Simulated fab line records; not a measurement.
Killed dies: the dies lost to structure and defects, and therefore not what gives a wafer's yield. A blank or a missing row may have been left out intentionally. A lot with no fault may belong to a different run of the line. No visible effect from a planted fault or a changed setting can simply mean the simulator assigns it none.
Problem report in the 8D (eight disciplines) form, filled by code	flow nand harc	the parts of the form that need people (team, actions taken, sign-off) are left out

1. WHAT IS WRONG
killed at array at NHARC_END_SORT_01 reads a mean of 270 on 4 wafers of 3 lots; wafers without a fault read 62 with a standard deviation of 16. That puts it +13 standard deviations away from the usual mean.
Seen first at day 28 05:17 on prober-02, wafer L229.6. The record holds 8 wafers of 3 lots with a number at this step. Rule for "out", or "out of limits": more than 4 standard deviations from the usual mean. The rest of the wafers with a number are treated as sound.

2. WHAT IT IS, AND WHAT IT ISN'T
question	is	is not
which readings at this step	killed at array, killed dies	killed at other, killed at periphery, killed open, killed short
which lots	L228, L229, L230	-
which wafers of those lots	L228.6, L229.6, L230.3, L230.6	L228.4, L229.2, L229.4, L230.4
read on which gauges	prober-01, prober-02	-
when	from day 28 05:17	up to then (2 sound wafers); but 2 sound wafers of L228, L230 came after

3. THE SUSPECTS, EACH WITH WHAT RULES IT OUT
Counting: if a tool at a process step up to the reading ran every lot that is out, it stays a suspect. Sound lots after the first of them don't rule it out here, since some wafers of a struck lot are sound.
- the gauge at NHARC_END_SORT_01 has been ruled out. 2 gauges (prober-01, prober-02) read the wafers that are out.
- rie diel-03 at NHARC_A_CONTACT_ETCH_102 (etches the open film in CF4/O2, target depth 100 nm, overetch 10 nm, time 55 s): kept. It ran every lot that is out, first L229 (day 25 13:33). On those wafers its own readings are out: oes product au.
After counting, what remains is rie diel-03 at NHARC_A_CONTACT_ETCH_102.

4. THE CAUSE (what the simulator had put in)
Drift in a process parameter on rie diel-03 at NHARC_A_CONTACT_ETCH_102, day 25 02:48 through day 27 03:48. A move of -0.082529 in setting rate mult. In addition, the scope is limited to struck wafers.
Counting left only this tool.

5. SEQUENCE OF EFFECTS, ordered by route
Each row: a reading whose mean over the struck wafers that have a number lies more than 3 standard deviations from the usual. Only readings for which the record gives a usual standard deviation are gone through. hours: the time from each lot's start at the first step in this table that gives one to its start at this step, as a median over the lots. sigmas: the change in usual standard deviations.
hours	step	reading	usual	on struck wafers	change	sigmas
0	NHARC_A_CONTACT_ETCH_102	oes product au	1.001 a.u.	0.949	-0.052	-7.1
78	NHARC_END_SORT_01	killed at array	62	270	+208	+13
78	NHARC_END_SORT_01	killed dies	67	275	+208	+13
Here are the process steps it includes:
- NHARC_A_CONTACT_ETCH_102: etches the open film in CF4/O2, target depth 100 nm, overetch 10 nm, time 55 s.

6. WHAT WOULD HAVE CAUGHT IT SOONER
74 hours passed between the start of the fault at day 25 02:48 and the first reading out of limits at a measuring or inspecting step in this record, taken at day 28 05:17.
Tool's own readings at NHARC_A_CONTACT_ETCH_102, oes product au: out on all struck wafers the step has rows for; an alarm limit on them would have tripped on the first.
By day 28 05:17 the whole set of lots that are out, 3 in number, had already begun NHARC_A_CONTACT_ETCH_102 on rie diel-03. None of them would have been spared by holding the tool at that moment.
